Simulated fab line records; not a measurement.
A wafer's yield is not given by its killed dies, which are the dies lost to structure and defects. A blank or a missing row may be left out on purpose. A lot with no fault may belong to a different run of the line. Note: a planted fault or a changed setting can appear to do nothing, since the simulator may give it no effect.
Problem report in the 8D (eight disciplines) form, filled by code :: flow nand harc :: the parts of the form that need people (team, actions taken, sign-off) are left out

## 1. THE PROBLEM
run length s at NHARC_A_CONTACT_ETCH_90 reads a mean of 71.6 s on 9 wafers of 3 lots; wafers without a fault read 106.8 s with a standard deviation of 0.36. That puts it -98 standard deviations away from the usual mean.
The step: etches the open film in CH3F/O2, target depth 40 nm, time 85.7 s.
Earliest sighting: wafer L729.2 on rie diel-01 at day 29 12:34. The record has a number at this step for 42 wafers belonging to 14 lots. The rule behind "out" and "out of limits": a value lying over 4 standard deviations away from the usual mean. All remaining wafers that have a number are taken as sound.

## 2. WHAT IT IS, AND WHAT IT ISN'T
question: which readings at this step
is: run length s
is not: drypump motor current A, oes product au, rf vpp V, showerhead plenum p Torr, throttle valve pct

question: which lots
is: L729, L732, L733
is not: L712, L713, L714, L715, L717, L719, L720, L722, L725, L727, L728

question: which wafers of those lots
is: all that have a number
is not: -

question: read on which tools
is: rie diel-01
is not: rie diel-05, rie diel-11

question: when
is: from day 29 12:34
is not: up to then (33 sound wafers)

## 3. WHAT RULES OUT EACH SUSPECT
Counting: a tool at any process step up to the reading remains a suspect when it ran all the lots that are out and ran no sound lot after the first of those.
- rie diel-01 at NHARC_A_CONTACT_ETCH_90 (etches the open film in CH3F/O2, target depth 40 nm, time 85.7 s): kept. It processed each lot that is out, first L729 at day 29 12:34, and no sound lot thereafter; up to then, the last sound lot it processed was L725 at day 28 15:10. On those wafers its own readings are out: run length s.
Remaining after the count: rie diel-01 at NHARC_A_CONTACT_ETCH_90.

## 4. THE CAUSE (what the simulator had put in)
Drift in process parameters on rie diel-01 at NHARC_A_CONTACT_ETCH_90, starting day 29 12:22. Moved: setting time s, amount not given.
After counting, this tool was the only one left.

## 5. SEQUENCE OF EFFECTS, ordered by route
Each row: a reading whose mean over the struck wafers that have a number lies more than 3 standard deviations from the usual. Readings are gone through only where the record gives a usual standard deviation; hours: the median, over the lots, of the time from a lot's start at the first step in this table giving one to that lot's start at this step; sigmas: the change measured in usual standard deviations.
hours: 0
step: NHARC_A_CONTACT_ETCH_90
reading: run length s
usual: 106.8 s
on struck wafers: 71.6
change: -35.2
sigmas: -98
Here are the process steps it includes:
- NHARC_A_CONTACT_ETCH_90: etches the open film in CH3F/O2, target depth 40 nm, time 85.7 s.
Readings that are blank on the struck wafers while sound wafers have them: rf fwd power W at NHARC_A_CONTACT_ETCH_90.
Later measuring or inspecting steps at which every struck wafer that the step has a row for has a number for every such reading, and none has moved that far: NHARC_END_SORT_01.

## 6. HOW IT WOULD HAVE BEEN CAUGHT EARLIER
First out-of-limits reading in this record: day 29 12:34, which is 0 hours after fault onset at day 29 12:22.
